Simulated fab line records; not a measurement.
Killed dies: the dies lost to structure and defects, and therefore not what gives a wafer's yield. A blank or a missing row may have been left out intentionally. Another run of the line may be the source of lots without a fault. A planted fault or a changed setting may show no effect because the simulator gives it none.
Code-filled problem report in 8D (eight disciplines) form / flow nand_harc / the parts of the form that need people (team, actions taken, sign-off) are left out

1. WHAT WENT WRONG
At NHARC_THIN_TSV_CD_MEAS_12, cd_nm averages 1010.2 nm over 6 wafers from 2 lots, while fault-free wafers read 999.7 nm, standard deviation 1.6. Relative to the usual mean, that is a shift of +6.6 standard deviations.
The step: target cd 1000 nm.
The first sign was on wafer L848.1 at day 23 04:34, on cd_sem-03. Wafers with a number at this step in the record: 30, from 10 lots. The rule behind "out" and "out of limits": a value lying over 4 standard deviations away from the usual mean. All remaining wafers that have a number are taken as sound.

2. WHAT IT IS AND WHAT IT IS NOT
question=which readings at this step | is=cd_nm | is not=-
question=which lots | is=L848, L849 | is not=L828, L829, L832, L833, L836, L840, L843, L850
question=which wafers of those lots | is=all that have a number | is not=-
question=read on which gauges | is=cd_sem-01, cd_sem-03 | is not=cd_sem-02
question=when | is=from day 23 04:34 | is not=up to then (21 sound wafers); but 3 sound wafers of L850 came after

3. THE SUSPECTS, EACH WITH WHAT RULES IT OUT
Counting: a tool at a process step up to the reading stays a suspect if it ran every lot that is out and no sound lot after the first of them.
- ruled out: the gauge at NHARC_THIN_TSV_CD_MEAS_12. Those wafers that are out were read across 2 gauges (cd_sem-01, cd_sem-03).
- krf_scanner-03 at NHARC_THIN_TSV_EXPOSE_09 (exposes mask TSV): kept. Every lot that is out went through it, starting with L848 (day 23 04:25), and after that it ran no sound lot; the last sound lot it ran before then is L836 (day 20 20:51). On those wafers its own readings are out: exposure_dose_mJ_cm2.
After counting, what remains is krf_scanner-03 at NHARC_THIN_TSV_EXPOSE_09.

4. THE CAUSE (what the simulator had put in)
Process parameter drift: krf_scanner-03, from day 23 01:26 on, at NHARC_THIN_TSV_EXPOSE_09. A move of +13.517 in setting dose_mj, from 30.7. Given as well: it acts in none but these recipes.
Counting left only this tool.

5. THE CHAIN OF EFFECTS, in route order
Rows list readings where the struck wafers' mean (over those with a number) sits beyond 3 standard deviations from the usual. Only readings for which the record gives a usual standard deviation are gone through. hours: the time from each lot's start at the first step in this table that gives one to its start at this step, as a median over the lots. sigmas: the change in usual standard deviations.
hours=0; step=NHARC_THIN_TSV_EXPOSE_09; reading=exposure_dose_mJ_cm2; usual=30.704; on struck wafers=44.188; change=+13.484; sigmas=+99 or more
hours=0; step=NHARC_THIN_TSV_CD_MEAS_12; reading=cd_nm; usual=999.7 nm; on struck wafers=1010.2; change=+10.5; sigmas=+6.6
hours=8; step=NHARC_THIN_TSV_CD_MEAS_37; reading=cd_nm; usual=5000.3 nm; on struck wafers=5010.8; change=+10.5; sigmas=+4.8
Process steps it contains:
- NHARC_THIN_TSV_EXPOSE_09: exposes mask TSV.

6. WHAT WOULD HAVE CAUGHT IT SOONER
In this record the first reading out of limits at a measuring or inspecting step was taken at day 23 04:34, 3 hours after the fault began at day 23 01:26.
At NHARC_THIN_TSV_EXPOSE_09, the tool's own readings (exposure_dose_mJ_cm2) were out on each struck wafer the step has a row for, so an alarm limit on them would have fired on the first such wafer.
Lots out: 2; of these, L849 started NHARC_THIN_TSV_EXPOSE_09 on krf_scanner-03 after day 23 04:34. A tool hold placed at that time would have kept it from harm.
